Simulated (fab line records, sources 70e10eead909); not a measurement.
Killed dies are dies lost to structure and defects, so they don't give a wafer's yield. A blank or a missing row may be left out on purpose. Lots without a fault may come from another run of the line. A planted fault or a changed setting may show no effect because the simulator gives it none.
Chamber matching | flow nand_harc | NHARC_A_WL_FILL_CMP_12 on cmp-04: 4 sister chambers
The step polishes, t overpolish 30 s, target thk 100 nm. 16 wafers are shown with their chamber, then 8 later ones without.

WAFERS WITH THEIR CHAMBER
wafer  | chamber | motor_current_A (A) | overpolish_run_s (s) | time_to_endpoint_s (s)
L463.1 | 2       | 12.1                | 30.012               | 19.2
L463.3 | 1       | 10.8                | 30.002               | 17.5
L463.5 | 3       | 11.8                | 29.998               | 17.6
L465.1 | 3       | 11.7                | 29.993               | 19.7
L465.2 | 0       | 12.6                | 30.006               | 19.8
L465.5 | 2       | 11.1                | 30.009               | 18.5
L468.1 | 2       | 11.5                | 29.981               | 19.5
L468.4 | 0       | 12.8                | 30.000               | 20.2
L468.6 | 2       | 11.6                | 30.008               | 22.1
L470.1 | 1       | 11.3                | 29.996               | 22.4
L470.2 | 2       | 11.9                | 30.005               | 23.5
L470.6 | 0       | 13.6                | 29.985               | 21.9
L473.1 | 3       | 11.8                | 29.994               | 19.6
L473.2 | 1       | 11.2                | 30.011               | 20.1
L473.6 | 2       | 11.5                | 29.999               | 20.0
L476.1 | 3       | 12.0                | 30.007               | 20.7

SIGNATURES (means of the wafers above)
reading            | chamber 0 | chamber 1 | chamber 2 | chamber 3 | scatter within a chamber
motor_current_A    | 13.000    | 11.100    | 11.617    | 11.825    | 0.336
overpolish_run_s   | 29.99700  | 30.00300  | 30.00233  | 29.99800  | 0.00963
time_to_endpoint_s | 20.633    | 20.000    | 20.467    | 19.400    | 1.78
Rule: a wafer's distance from a chamber is the root of the sum, over the readings, of the square of ((its reading less the chamber's mean) divided by the reading's scatter). The wafer belongs to the nearest chamber; if the next one is less than 2 further off, it can't be placed. The scatter: the root of (the sum of the squares of (reading less its chamber's mean) over the shown wafers, divided by (wafers less chambers)).

WAFERS WITHOUT THEIR CHAMBER
wafer  | motor_current_A (A) | overpolish_run_s (s) | time_to_endpoint_s (s)
L476.4 | 12.7                | 30.022               | 19.9
L476.5 | 13.7                | 29.996               | 20.6
L478.1 | 12.1                | 29.989               | 18.7
L478.5 | 12.8                | 30.001               | 22.2
L478.6 | 11.3                | 29.991               | 22.2
L481.1 | 11.2                | 30.009               | 17.3
L481.2 | 11.7                | 30.002               | 17.7
L481.6 | 11.2                | 30.009               | 18.5

WHICH CHAMBER EACH WENT THROUGH
wafer  | from the rows above          | in truth
L476.4 | can't be placed: 0 or 3 or 2 | 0
L476.5 | 0                            | 0
L478.1 | can't be placed: 3 or 2 or 0 | 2
L478.5 | 0                            | 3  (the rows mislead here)
L478.6 | can't be placed: 2 or 1 or 3 | 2
L481.1 | can't be placed: 1 or 2 or 3 | 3
L481.2 | can't be placed: 3 or 2 or 1 | 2
L481.6 | can't be placed: 1 or 2 or 3 | 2
Placed correctly: 1 of 8. Can't be placed from these rows: 6 (the true chamber is among the candidates in 6). Placed wrongly: 1.
